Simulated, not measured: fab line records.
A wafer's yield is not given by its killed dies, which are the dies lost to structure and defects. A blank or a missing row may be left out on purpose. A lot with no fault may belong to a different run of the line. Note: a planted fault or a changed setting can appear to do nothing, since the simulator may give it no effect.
A struck lot beside a sound one | flow n5Finfet | 14 steps out of a route of 1938
Sound: the wafers L248.3, L248.4, L248.6. Struck: wafers L259.2, L259.5, L259.6. The cause comes at the end.
At each step with rows: each side's tool, then ch and its chambers, then its first start. Under that, the readings that differ: sound wafers | struck wafers | difference of the means | sigmas: that difference in standard deviations of wafers without a fault.
alike: readings with means less than 2 such deviations apart, plus words and numbers identical on both sides. not compared: withheld readings, readings lacking a value on some wafer, bounds such as >300 that could conceal the same value, and numbers that have no deviation in the record and whose values overlap.
Wherever a step has rows on one side only, a row that says differs or no value, or a row with sigmas, the two part there. Numbers that have no deviation but don't overlap get no sigmas and don't part them. Lack of a reading on every wafer of one side parts them only where that side has two or more wafers.

N5_BEOL_M8_INSPECT_58: inspects for defects (darkfield).
  sound: defectInspect-02 at day 11 05:16; struck: defectInspect-02 at day 14 23:04
  alike: rawDefectCount
N5_BEOL_M9_ILD_DEP_00: deposits SiCOH lowk from DEMS/porogen, target thk 308.51 nm, time 58 s.
  sound on pecvd-02 ch 0,1,2, day 11 05:19; struck on pecvd-04 ch 0,1, day 14 23:07
  alike: heaterPowerW, showerheadPlenumPTorr, throttleValvePct
N5_BEOL_M9_CURE_71: cures SiCOH lowk, time 240 s.
  sound on uvCure-01 ch 1, day 11 05:33; struck on uvCure-03 ch 1, day 14 23:16
  alike: lampPowerPct, wafer_temp_C_max
N5_BEOL_M9_THK_MEAS_01:
  sound: filmMetro-02 at day 11 05:54; struck: filmMetro-02 at day 14 23:42
  alike: M9_ILD_THK
N5_BEOL_M9_PECVD_70: deposits SiO2 from TEOS/O2, target thk 20 nm, time 22.7 s.
  sound on pecvd-02 ch 0,1,2, day 11 05:56; struck on pecvd-04 ch 0,2, day 14 23:44
  alike: heaterPowerW, showerheadPlenumPTorr, throttleValvePct
N5_BEOL_M9_HM_DEP_02: deposits TiN, target thk 20 nm.
  sound: pvdSputter-01 at day 11 07:03; struck: pvdSputter-02 at day 15 01:05
  alike: throttleValvePct
then, 6 steps without rows for these wafers: N5_BEOL_M9_COAT_59 (time 60 s, resist thk 100 nm); N5_BEOL_M9_COAT_60 (time 60 s, resist thk 30 nm); N5_BEOL_M9_COAT_05 (resist thk 90 nm); N5_BEOL_M9_EBR_07; N5_BEOL_M9_SOFTBAKE_06 (time 60 s); N5_BEOL_M9_EXPOSE_08 (exposes mask M9).
N5_BEOL_M9_PEB_09: peb time 60 s.
  struck on lithoTrack-01, day 15 01:31; sound on lithoTrack-01 ch 0, day 11 07:22
  no value came back on the struck wafers for chillPlateTempC (C), exhaustPa (Pa), pebTimeS (s); on the sound wafers chillPlateTempC (C) reads 22.92 22.96 22.82
then, 1 step without rows for these wafers: N5_BEOL_M9_DEVELOP_10 (develop time 30 s).

WHERE THEY PART
Only at N5_BEOL_M9_PEB_09, within this record.

WHY: the cause the simulator had injected
Step skipped in full: lithoTrack-01, at N5_BEOL_M9_PEB_09, from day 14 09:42 onward. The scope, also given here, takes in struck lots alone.
